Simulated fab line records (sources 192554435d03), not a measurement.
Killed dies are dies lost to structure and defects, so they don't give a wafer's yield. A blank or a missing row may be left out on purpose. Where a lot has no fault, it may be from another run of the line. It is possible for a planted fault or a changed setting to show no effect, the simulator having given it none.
Chamber matching || flow n5Finfet || N5_DUMMY_GATE_ETCH_31 on rieDiel-06: 4 sister chambers
The step etches SiO2 in C4F6/O2, target depth 82.5 nm, time 27.5 s. 20 wafers are shown with their chamber, then 10 later ones without.

WAFERS, EACH WITH ITS CHAMBER
{"wafer": "L075.2", "chamber": 0, "showerheadPlenumPTorr (Torr)": 2.95, "drypumpMotorCurrentA (A)": 5.9, "throttleValvePct (%)": 20.82}
{"wafer": "L075.4", "chamber": 3, "showerheadPlenumPTorr (Torr)": 2.99, "drypumpMotorCurrentA (A)": 5.7, "throttleValvePct (%)": 21.15}
{"wafer": "L075.6", "chamber": 0, "showerheadPlenumPTorr (Torr)": 2.95, "drypumpMotorCurrentA (A)": 5.9, "throttleValvePct (%)": 20.81}
{"wafer": "L076.1", "chamber": 1, "showerheadPlenumPTorr (Torr)": 2.64, "drypumpMotorCurrentA (A)": 5.5, "throttleValvePct (%)": 21.12}
{"wafer": "L076.2", "chamber": 0, "showerheadPlenumPTorr (Torr)": 2.95, "drypumpMotorCurrentA (A)": 5.9, "throttleValvePct (%)": 20.81}
{"wafer": "L076.5", "chamber": 0, "showerheadPlenumPTorr (Torr)": 2.95, "drypumpMotorCurrentA (A)": 5.9, "throttleValvePct (%)": 20.83}
{"wafer": "L078.2", "chamber": 2, "showerheadPlenumPTorr (Torr)": 2.90, "drypumpMotorCurrentA (A)": 6.0, "throttleValvePct (%)": 21.40}
{"wafer": "L078.4", "chamber": 3, "showerheadPlenumPTorr (Torr)": 2.99, "drypumpMotorCurrentA (A)": 5.7, "throttleValvePct (%)": 21.16}
{"wafer": "L078.5", "chamber": 2, "showerheadPlenumPTorr (Torr)": 2.90, "drypumpMotorCurrentA (A)": 6.1, "throttleValvePct (%)": 21.40}
{"wafer": "L081.3", "chamber": 1, "showerheadPlenumPTorr (Torr)": 2.63, "drypumpMotorCurrentA (A)": 5.5, "throttleValvePct (%)": 21.12}
{"wafer": "L081.4", "chamber": 2, "showerheadPlenumPTorr (Torr)": 2.89, "drypumpMotorCurrentA (A)": 6.0, "throttleValvePct (%)": 21.39}
{"wafer": "L081.5", "chamber": 0, "showerheadPlenumPTorr (Torr)": 2.95, "drypumpMotorCurrentA (A)": 5.9, "throttleValvePct (%)": 20.83}
{"wafer": "L086.3", "chamber": 0, "showerheadPlenumPTorr (Torr)": 2.94, "drypumpMotorCurrentA (A)": 5.9, "throttleValvePct (%)": 20.87}
{"wafer": "L086.4", "chamber": 3, "showerheadPlenumPTorr (Torr)": 2.98, "drypumpMotorCurrentA (A)": 5.7, "throttleValvePct (%)": 21.18}
{"wafer": "L086.5", "chamber": 2, "showerheadPlenumPTorr (Torr)": 2.89, "drypumpMotorCurrentA (A)": 6.0, "throttleValvePct (%)": 21.42}
{"wafer": "L087.3", "chamber": 0, "showerheadPlenumPTorr (Torr)": 2.94, "drypumpMotorCurrentA (A)": 5.9, "throttleValvePct (%)": 20.84}
{"wafer": "L087.5", "chamber": 2, "showerheadPlenumPTorr (Torr)": 2.89, "drypumpMotorCurrentA (A)": 6.0, "throttleValvePct (%)": 21.40}
{"wafer": "L087.6", "chamber": 3, "showerheadPlenumPTorr (Torr)": 2.98, "drypumpMotorCurrentA (A)": 5.7, "throttleValvePct (%)": 21.18}
{"wafer": "L089.1", "chamber": 1, "showerheadPlenumPTorr (Torr)": 2.63, "drypumpMotorCurrentA (A)": 5.5, "throttleValvePct (%)": 21.15}
{"wafer": "L089.3", "chamber": 3, "showerheadPlenumPTorr (Torr)": 2.98, "drypumpMotorCurrentA (A)": 5.7, "throttleValvePct (%)": 21.19}

SIGNATURES (means of the wafers above)
{"reading": "showerheadPlenumPTorr", "chamber 0": 2.9471, "chamber 1": 2.6333, "chamber 2": 2.8940, "chamber 3": 2.9840, "scatter within a chamber": 0.0053}
{"reading": "drypumpMotorCurrentA", "chamber 0": 5.900, "chamber 1": 5.500, "chamber 2": 6.020, "chamber 3": 5.700, "scatter within a chamber": 0.0224}
{"reading": "throttleValvePct", "chamber 0": 20.8300, "chamber 1": 21.1300, "chamber 2": 21.4020, "chamber 3": 21.1720, "scatter within a chamber": 0.0172}
Rule: distance of a wafer from a chamber = root of the sum over the readings of ((wafer's reading minus chamber's mean) / reading's scatter) squared. The wafer belongs to the nearest chamber; if the next one is less than 2 further off, it can't be placed. The scatter is the square root of a quotient: the sum, over the shown wafers, of each reading's squared deviation from its chamber's mean, divided by wafers minus chambers.

WAFERS WITH NO CHAMBER GIVEN
{"wafer": "L089.4", "showerheadPlenumPTorr (Torr)": 2.94, "drypumpMotorCurrentA (A)": 5.9, "throttleValvePct (%)": 20.85}
{"wafer": "L090.2", "showerheadPlenumPTorr (Torr)": 2.89, "drypumpMotorCurrentA (A)": 6.0, "throttleValvePct (%)": 21.43}
{"wafer": "L090.3", "showerheadPlenumPTorr (Torr)": 2.63, "drypumpMotorCurrentA (A)": 5.5, "throttleValvePct (%)": 21.15}
{"wafer": "L090.4", "showerheadPlenumPTorr (Torr)": 2.98, "drypumpMotorCurrentA (A)": 5.7, "throttleValvePct (%)": 21.20}
{"wafer": "L094.1", "showerheadPlenumPTorr (Torr)": 2.94, "drypumpMotorCurrentA (A)": 5.9, "throttleValvePct (%)": 20.88}
{"wafer": "L094.5", "showerheadPlenumPTorr (Torr)": 2.88, "drypumpMotorCurrentA (A)": 6.0, "throttleValvePct (%)": 21.46}
{"wafer": "L094.6", "showerheadPlenumPTorr (Torr)": 2.63, "drypumpMotorCurrentA (A)": 5.6, "throttleValvePct (%)": 21.14}
{"wafer": "L096.1", "showerheadPlenumPTorr (Torr)": 2.93, "drypumpMotorCurrentA (A)": 5.9, "throttleValvePct (%)": 20.88}
{"wafer": "L096.3", "showerheadPlenumPTorr (Torr)": 2.97, "drypumpMotorCurrentA (A)": 5.7, "throttleValvePct (%)": 21.21}
{"wafer": "L096.5", "showerheadPlenumPTorr (Torr)": 2.93, "drypumpMotorCurrentA (A)": 5.9, "throttleValvePct (%)": 20.86}

WHICH CHAMBER EACH ONE RAN IN
{"wafer": "L089.4", "from the rows above": 0, "in truth": 0}
{"wafer": "L090.2", "from the rows above": 2, "in truth": 2}
{"wafer": "L090.3", "from the rows above": 1, "in truth": 1}
{"wafer": "L090.4", "from the rows above": 3, "in truth": 3}
{"wafer": "L094.1", "from the rows above": 0, "in truth": 0}
{"wafer": "L094.5", "from the rows above": 2, "in truth": 2}
{"wafer": "L094.6", "from the rows above": 1, "in truth": 1}
{"wafer": "L096.1", "from the rows above": 0, "in truth": 0}
{"wafer": "L096.3", "from the rows above": 3, "in truth": 3}
{"wafer": "L096.5", "from the rows above": 0, "in truth": 0}
Correct placement for 10 of the 10. Can't be placed from these rows: 0. Number placed wrongly: 0.
